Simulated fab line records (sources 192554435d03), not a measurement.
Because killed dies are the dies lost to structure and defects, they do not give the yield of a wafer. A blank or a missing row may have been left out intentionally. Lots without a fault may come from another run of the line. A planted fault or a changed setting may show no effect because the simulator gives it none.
Chamber matching ; flow n5 finfet ; N5_MOL_CONTACT_COAG_ETCHBACK_136 on rie diel-01 has 4 sister chambers
The step etches SiO2 in CHF3, target depth 25 nm, time 16.7 s. 4 wafers are shown with their chamber, then 7 later ones without.

WAFERS WITH THEIR CHAMBER
wafer;chamber;rf vpp V (V)
L090.2;0;492
L090.4;2;511
L091.4;1;536
L091.5;3;547

WAFERS MISSING THEIR CHAMBER
wafer;rf vpp V (V)
L091.6;511
L093.1;512
L093.2;537
L093.5;548
L096.3;511
L096.5;493
L096.6;547

WHICH CHAMBER EACH WENT THROUGH
wafer;from the rows above;in truth
L091.6;2;2
L093.1;2;2
L093.2;1;1
L093.5;3;3
L096.3;2;2
L096.5;0;0
L096.6;3;3
7 of 7 placed correctly. Number that these rows cannot place: 0. 0 placed wrongly.
How it was worked out, from the rows above alone: a wafer's distance from a chamber is the root of the sum, over the readings, of the square of ((its reading less the chamber's mean) divided by the reading's scatter). If the next closest chamber is less than 2 further off than the closest, the wafer can't be placed; otherwise it belongs to the closest. The mean given for a chamber averages the wafers shown for that chamber. The scatter (one wafer shown for each chamber): square how far every hidden wafer sits from the nearest shown wafer, average those squares and take the square root.
